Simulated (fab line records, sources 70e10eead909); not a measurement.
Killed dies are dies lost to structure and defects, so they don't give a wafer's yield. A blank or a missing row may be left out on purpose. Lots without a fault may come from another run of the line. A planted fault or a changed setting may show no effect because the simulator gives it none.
fab line records | flow nand_harc
record lots=6 wafers=16 last_day=33
route steps=1302 shown A_WL_FILL@956 END@1302
lots that met no fault: from a run of the same line without faults
start_h: hours from the record's first day to the start of the lot's first wafer shown | wait_h: hours since the lot's step before | " the same as in the row above | L1.1+2: a row that stands for several wafers | - no value, or no start given | * or withheld: withheld | < > ~ a bound
route shown NAME@n: a module of which the file shows steps, and the number in the route of the first | usual: mean/standard deviation of fault-free wafers | same: alike in all rows | chamber/n: place in a boat | sites: the reading at each site | _std_site: their standard deviation | _edge_site: outer sites' mean less inner sites' | radius_mm: how far each site lies from the wafer's centre | mask NAME#n: copy n | behind: the tool/chamber that last shaped the wafer | hold: why the lot was held/for how many hours/how that ended | device: the transistor (n, p or np) that didn't switch | end of line: the same wafers' tests at the end of the route | a step without rows: its recipe alone | killed: dies lost to structure and defects at the first sort, not the wafer's yield | map: a wafer's dies, x killed, . not, _ none there
set.NAME: the setting as run; set.NAME@STEP: as run at that earlier step | model.NAME: the simulator's own value behind a step, which no gauge read
lots at some steps of the route; a table a step, a row a wafer
services: from which hour (start_h, from the record's first day; less than 0 if before it) a tool's chamber was out of use, for how many hours, and why
## steps
# step NHARC_A_WL_FILL_CVD_03
# recipe target_thk_a=400 temp_c=300 pressure_torr=40 wf6_flow_sccm=40 h2_flow_sccm=1600 ar_flow_sccm=1560 time_s=279 material=W
# usual heater_power_outer_w=241/13 heater_power_w=429/24 throttle_valve_pct=7.84/0.2
# columns lot.wafer tool chamber start_h wait_h heater_power_outer_w heater_power_w throttle_valve_pct
L835.2 cvd_w-02 1 497.67 0.1 235 404 7.70
L835.3 " 1 " " 235 398 7.73
L835.4 " 0 " " 262 461 7.71
L843.1 cvd_w-01 1 576.36 0.1 247 432 7.84
L843.4 " 1 " " 246 423 7.94
L843.5 " 1 " " 244 446 8.09
L844.2 cvd_w-02 1 585.72 0.1 236 396 7.80
L844.4 " 1 " " 238 398 7.53
L844.6 " 0 " " 261 466 8.02
L849.2 cvd_w-01 0 635.23 0.1 222 425 7.87
L849.4 " 1 " " 250 437 8.05
L848.4 cvd_w-01 0 643.88 0.4 225 440 7.73
L848.5 " 0 " " 226 423 8.03
L855.1 cvd_w-01 1 699.48 0.1 246 438 8.20
L855.4 " 0 " " 219 437 7.96
L855.6 " 1 " " 246 439 8.01
# step NHARC_A_WL_FILL_ETCHBACK_04
# recipe target_depth_a=600 time_s=120 chemistry=NF3
# usual drypump_motor_current_A=5.70/0.21 oes_product_au=1.006/0.0093 run_length_s=141.4/0.44
# columns lot.wafer tool chamber start_h wait_h drypump_motor_current_A oes_product_au rf_hours_counter_h run_length_s
L835.2 rie_metal-02 0 498.08 0.4 5.52 1.018 0.5 142.1
L835.4 " 1 " " 5.56 1.019 - 140.6
L835.3 " 0 " " 5.54 1.007 - 141.7
L843.1 rie_metal-02 0 576.71 0.3 5.57 1.006 1.8 141.6
L843.4 " 1 " " 5.57 1.020 - 141.2
L843.5 " 1 " " 5.54 1.013 - 140.8
L844.2 rie_metal-01 0 586.09 0.3 5.37 1.017 0.0 142.3
L844.4 " 1 " " 5.87 1.000 - 141.7
L844.6 " 1 " " 5.90 1.006 - 142.0
L849.2 rie_metal-03 0 635.61 0.3 5.90 0.983 2.1 141.1
L849.4 " 1 " " 5.93 0.990 - 140.9
L848.4 rie_metal-03 1 644.17 0.2 5.93 1.002 - 140.8
L848.5 " 1 " " 5.92 0.994 - 141.3
L855.1 rie_metal-01 0 699.89 0.4 5.37 1.008 1.9 141.7
L855.4 " 0 " " 5.37 1.011 - 141.5
L855.6 " 1 " " 5.90 1.018 - 141.4
# step NHARC_A_WL_FILL_ETCHBACK_05
# recipe target_depth_a=220 time_s=60 temp_c=40 chemistry=Cl2/BCl3
# usual drypump_motor_current_A=5.70/0.21 oes_product_au=1.007/0.0096 run_length_s=81.4/0.45
# columns lot.wafer tool chamber start_h wait_h drypump_motor_current_A oes_product_au rf_hours_counter_h run_length_s
L835.2 rie_metal-02 1 498.28 0.2 5.55 1.004 0.7 80.9
L835.4 " 1 " " 5.55 1.011 - 81.1
L835.3 " 0 " " 5.55 1.006 - 82.1
L843.1 rie_metal-02 1 576.93 0.2 5.56 1.019 2.0 81.1
L843.4 " 0 " " 5.54 0.999 - 82.5
L843.5 " 0 " " 5.55 1.006 - 82.5
L844.2 rie_metal-01 0 586.33 0.2 5.37 1.013 0.1 81.7
L844.4 " 0 " " 5.38 1.012 - 81.9
L844.6 " 1 " " 5.87 1.013 - 81.8
L849.2 rie_metal-03 0 635.86 0.2 5.89 1.002 2.3 81.3
L849.4 " 1 " " 5.91 0.995 - 80.7
L848.4 rie_metal-03 0 644.37 0.2 5.91 0.985 - 81.6
L848.5 " 0 " " 5.94 0.999 - 81.5
L855.1 rie_metal-01 0 700.11 0.2 5.38 1.011 2.0 81.5
L855.4 " 0 " " 5.39 1.013 - 81.7
L855.6 " 0 " " 5.39 1.010 - 81.9
# step NHARC_A_WL_FILL_STRIP_27
# recipe power_w=1500 temp_c=250 time_s=20 chemistry=N2/H2
# usual drypump_motor_current_A=5.8/0.49 heater_power_w=325/38 rf_refl_power_W=25/8.5
# columns lot.wafer tool chamber start_h wait_h drypump_motor_current_A heater_power_w rf_hours_counter_h rf_refl_power_W
L835.2 plasma_asher-02 0 498.42 0.1 6.1 371 13 22
L835.3 " 0 " " 6.1 366 - 23
L835.4 " 1 " " 5.2 348 - 17
L843.1 plasma_asher-01 0 577.06 0.1 5.6 273 12 39
L843.4 " 1 " " 6.5 329 - 25
L843.5 " 0 " " 5.6 256 - 40
L844.2 plasma_asher-01 0 586.49 0.2 5.6 262 15 39
L844.4 " 1 " " 6.5 323 - 24
L844.6 " 0 " " 5.6 264 - 39
L849.2 plasma_asher-02 1 636.01 0.1 5.2 350 3 17
L849.4 " 0 " " 6.1 358 - 22
L848.4 plasma_asher-01 0 644.53 0.1 5.6 258 - 39
L848.5 " 0 " " 5.6 269 - 40
L855.1 plasma_asher-02 0 700.23 0.1 6.1 349 18 -
L855.4 " 1 " " 5.2 345 - -
L855.6 " 1 " " 5.2 353 - -
# step NHARC_A_WL_FILL_STRIP_28
# recipe time_s=1200 temp_c=72.5 chemistry=post_etch_residue_remover
# step NHARC_A_WL_FILL_PRECLEAN_06
# recipe time_s=300 chemistry=DIW
# step NHARC_A_WL_FILL_SRD_07
# step NHARC_A_WL_FILL_ANNEAL_08
# recipe temp_c=450 time_s=1800
# step NHARC_A_WL_FILL_ALD_10
# recipe target_thk_a=500 pulse_time_s=10 ald_cycles=500 temp_c=300 material=SiO2
# usual heater_power_outer_w=257/31 heater_power_w=453/52 precursor_pulse_height_rel=1.001/0.02
# columns lot.wafer tool chamber start_h wait_h heater_power_outer_w heater_power_w precursor_pulse_height_rel
L835.4 ald_hk-04 0 504.61 0.7 234 382 0.983
L835.2 " 1 " " 317 545 1.020
L835.3 " 2 " " 240 432 1.026
L843.1 ald_hk-01 3 582.77 0.1 203 378 1.006
L843.4 " 2 584.33 1.6 294 485 1.008
L843.5 " 0 585.38 2.7 279 500 1.036
L844.2 ald_hk-01 1 593.43 2.1 241 414 1.009
L844.4 " 2 594.46 3.1 297 479 1.000
L844.6 " 0 596.52 5.2 278 500 1.004
L849.2 ald_hk-01 2 644.60 0.6 287 477 1.002
L849.4 " 3 " " 202 381 1.004
L848.4 ald_hk-02 2 650.78 1.7 250 460 1.019
L848.5 " 1 652.36 3.3 297 511 0.980
L855.1 ald_hk-02 3 706.14 0.6 241 394 0.989
L855.4 " 0 " " 267 470 0.995
L855.6 " 3 708.20 2.6 245 392 0.997
# step NHARC_A_WL_FILL_ETCHBACK_16
# recipe target_depth_a=1200 time_s=24 c4f8_flow_sccm=withheld o2_flow_sccm=8 ar_flow_sccm=withheld rf_w=600 bias_w=800 chemistry=C4F8/O2/Ar
# step NHARC_A_WL_FILL_STRIP_29
# recipe time_s=20 o2_flow_sccm=500 ar_flow_sccm=0 bias_w=0 chemistry=O2
# step NHARC_A_WL_FILL_ETCHBACK_17
# recipe target_depth_a=40 time_s=26.7 chemistry=Cl2/BCl3
# usual drypump_motor_current_A=5.70/0.21 oes_product_au=1.008/0.0078 run_length_s=48.1/0.42
# columns lot.wafer tool chamber start_h wait_h drypump_motor_current_A oes_product_au rf_hours_counter_h run_length_s
L835.2 rie_metal-03 1 509.53 - 5.91 1.003 2.7 47.9
L835.3 " 0 " " 5.91 0.997 - 48.1
L835.4 " 1 " " 5.90 1.012 - 47.6
L843.1 rie_metal-02 0 587.68 - 5.53 1.017 2.3 48.3
L843.4 " 0 " " 5.51 1.012 - 48.6
L843.5 " 1 " " 5.56 1.018 - 47.4
L844.2 rie_metal-01 0 599.29 - 5.38 1.012 0.2 48.4
L844.4 " 1 " " 5.86 1.004 - 48.6
L844.6 " 0 " " 5.38 1.002 - 48.6
L849.2 rie_metal-01 0 648.99 - 5.38 1.003 1.2 48.5
L849.4 " 0 " " 5.38 1.003 - 46.2
L848.4 rie_metal-01 0 655.18 - 5.39 1.002 - 46.2
L848.5 " 0 " " 5.37 1.002 - 48.1
L855.1 rie_metal-03 0 710.45 - 5.90 1.004 0 48.1
L855.4 " 1 " " 5.91 0.991 - 47.5
L855.6 " 1 " " 5.91 1.001 - 48.1
# step NHARC_A_WL_FILL_PRECLEAN_18
# recipe time_s=30 chemistry=dHF
# step NHARC_END_SORT_01
# recipe temp_c=25
# usual killed_at_array=59/20 killed_at_other=0.8/1.1 killed_at_periphery=5/3.1 killed_dies=64/21 killed_open=3.4/1.9 killed_short=2.3/1.7
# same gross_dies=677
# columns lot.wafer tool chamber start_h wait_h killed_at_array killed_at_other killed_at_periphery killed_dies killed_open killed_short
L835.2 prober-02 0 588.34 2.8 79 0 2 81 4 1
L835.3 prober-02 0 589.15 3.1 72 0 2 74 3 2
L835.4 prober-02 0 589.95 3.4 78 1 3 82 2 2
L843.1 prober-02 0 674.49 2.5 36 1 4 41 2 3
L843.4 prober-02 0 676.91 3.4 39 0 3 42 4 8
L843.5 prober-02 0 677.72 3.7 42 1 2 45 5 4
L844.2 prober-02 0 690.35 2.8 57 1 4 62 3 5
L844.4 prober-02 0 691.94 3.4 53 1 2 56 1 3
L844.6 prober-02 0 693.54 4.0 41 0 2 43 3 0
L848.4 prober-02 0 740.44 3.4 54 1 7 62 4 1
L848.5 prober-02 0 741.23 3.7 41 1 8 50 4 1
# killed by level:class
L835.2 A_SLIT:chamber_film_flake=34 A_CHANNEL_HOLE_D2:chamber_film_flake=32 A_STAIRCASE:chamber_film_flake=8 P_CONTACT:geometric_particle:open=1 A_ONON_D1:geometric_particle:short=1 A_ONON_D2:geometric_particle:open=1 A_CONTACT:geometric_particle:open=1 A_BLC:geometric_particle:open=1
L835.3 A_CHANNEL_HOLE_D2:chamber_film_flake=31 A_SLIT:chamber_film_flake=24 A_STAIRCASE:chamber_film_flake=7 A_M0:geometric_particle:open=2 A_CONTACT:chamber_film_flake=2 A_CHANNEL_HOLE_D1:geometric_particle:short=1 A_ONON_D2:geometric_particle:short=1 A_ONON_D2:geometric_particle:open=1
L835.4 A_CHANNEL_HOLE_D2:chamber_film_flake=32 A_SLIT:chamber_film_flake=31 A_STAIRCASE:chamber_film_flake=5 A_CHANNEL_HOLE_D1:chamber_film_flake=4 A_CONTACT:chamber_film_flake=3 P_CONTACT:geometric_particle:short=1 P_M0:geometric_particle:open=1 A_CHANNEL_FILL_D1:geometric_particle:short=1
L843.1 A_CHANNEL_HOLE_D2:chamber_film_flake=20 A_CHANNEL_HOLE_D1:chamber_film_flake=5 P_ZERO_WELL:chamber_film_flake=2 A_STAIRCASE:chamber_film_flake=2 A_SLIT:chamber_film_flake=2 P_M0:geometric_particle:short=1 A_CHANNEL_FILL_D1:geometric_particle:open=1 A_WL_FILL:geometric_particle:short=1
L843.4 A_CHANNEL_HOLE_D2:chamber_film_flake=13 A_CHANNEL_HOLE_D1:chamber_film_flake=5 A_M1:chamber_film_flake=4 A_STAIRCASE:chamber_film_flake=3 A_WL_FILL:geometric_particle:short=2 A_SLIT:chamber_film_flake=2 P_CONTACT:geometric_particle:open=1 P_CONTACT:geometric_particle:short=1
L843.5 A_CHANNEL_HOLE_D2:chamber_film_flake=22 A_CHANNEL_FILL_D2:chamber_film_flake=3 A_STAIRCASE:chamber_film_flake=3 A_SLIT:chamber_film_flake=3 A_M1:chamber_film_flake=3 P_CONTACT:geometric_particle:open=1 P_M0:geometric_particle:open=1 A_CHANNEL_FILL_D1:geometric_particle:short=1
L844.2 A_SLIT:chamber_film_flake=33 A_WL_FILL:chamber_film_flake=5 A_CHANNEL_HOLE_D1:chamber_film_flake=4 A_M1:chamber_film_flake=4 A_CHANNEL_FILL_D1:geometric_particle:short=2 A_STAIRCASE:chamber_film_flake=2 P_M1:geometric_particle:open=1 A_ONON_D1:geometric_particle:short=1
L844.4 A_SLIT:chamber_film_flake=28 A_CHANNEL_HOLE_D1:chamber_film_flake=6 A_WL_FILL:chamber_film_flake=6 A_CONTACT:chamber_film_flake=3 A_DECK1_JOINT:geometric_particle:short=2 A_STAIRCASE:chamber_film_flake=2 A_M1:chamber_film_flake=2 A_CHANNEL_FILL_D1:geometric_particle:short=1
L844.6 A_SLIT:chamber_film_flake=25 A_CHANNEL_HOLE_D1:chamber_film_flake=5 A_WL_FILL:chamber_film_flake=3 A_CONTACT:chamber_film_flake=3 A_WL_FILL:geometric_particle:open=2 P_GATE:geometric_particle:open=1 P_ZERO_WELL:chamber_film_flake=1 A_CHANNEL_FILL_D1:chamber_film_flake=1
L848.4 A_CHANNEL_HOLE_D2:chamber_film_flake=28 A_CONTACT:chamber_film_flake=7 A_CHANNEL_HOLE_D1:chamber_film_flake=5 A_STAIRCASE:chamber_film_flake=5 P_BONDPAD:chamber_film_flake=4 A_CHANNEL_FILL_D1:chamber_film_flake=4 P_STI:chamber_film_flake=3 A_CHANNEL_FILL_D2:geometric_particle:open=2
L848.5 A_CHANNEL_HOLE_D2:chamber_film_flake=18 A_CONTACT:chamber_film_flake=4 A_CHANNEL_FILL_D1:chamber_film_flake=4 A_STAIRCASE:chamber_film_flake=4 A_SLIT:chamber_film_flake=4 P_STI:chamber_film_flake=3 P_GATE:chamber_film_flake=2 A_CHANNEL_HOLE_D1:chamber_film_flake=2
## services
# columns tool chamber start_h hours kind
cvd_w-01 0 482.15 2.2 repair
ald_hk-01 - 492.84 0.6 repair
rie_metal-03 - 519.00 9.0 pm
plasma_asher-01 - 519.11 9.0 pm
rie_metal-01 - 547.31 0.5 repair
cvd_w-01 - 547.35 13.0 pm
plasma_asher-02 - 573.11 7.3 repair
rie_metal-01 - 575.00 9.0 pm
rie_metal-01 0 575.00 9.0 vent_cycle
plasma_asher-02 - 589.14 1.1 repair
cvd_w-01 1 598.34 3.2 repair
plasma_asher-02 - 603.25 9.0 pm
cvd_w-01 0 617.45 10.2 repair
plasma_asher-02 - 619.87 3.2 repair
cvd_w-02 - 631.00 13.0 pm
rie_metal-02 - 631.24 9.0 pm
rie_metal-01 1 632.83 2.0 repair
ald_hk-01 - 654.75 10.0 pm
cvd_w-01 1 667.26 11.1 repair
cvd_w-01 0 669.90 7.6 repair
cvd_w-02 0 692.28 4.1 repair
rie_metal-03 - 696.00 9.0 pm
plasma_asher-01 - 696.11 9.0 pm
ald_hk-02 - 710.34 10.0 pm
## key
first_sign step=NHARC_A_WL_FILL_ETCHBACK_17 reading=run_length_s direction=down sigmas=4.4 usual=* struck=*
effect none on later readings
met_at NHARC_A_WL_FILL_ETCHBACK_17
struck_wafers L848.4,L849.4
tester_left_out L848,L849
onset_between 599.29 648.99
fault kind=process_parameter_drift tool=rie_metal-01 chamber=- onset_h=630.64 steps=NHARC_A_WL_FILL_ETCHBACK_17 channel=time_s offset=* shape=step end_h=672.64 scope=struck_wafers_only acts_in=* stated=*
# tester_left_out: of these lots the tester's yield and bins aren't shown, on N5 and GAA mostly nor the transistor test; their killed dies are dies lost to structure and defects alone, not to doping, threshold or leakage, so they don't give the yield
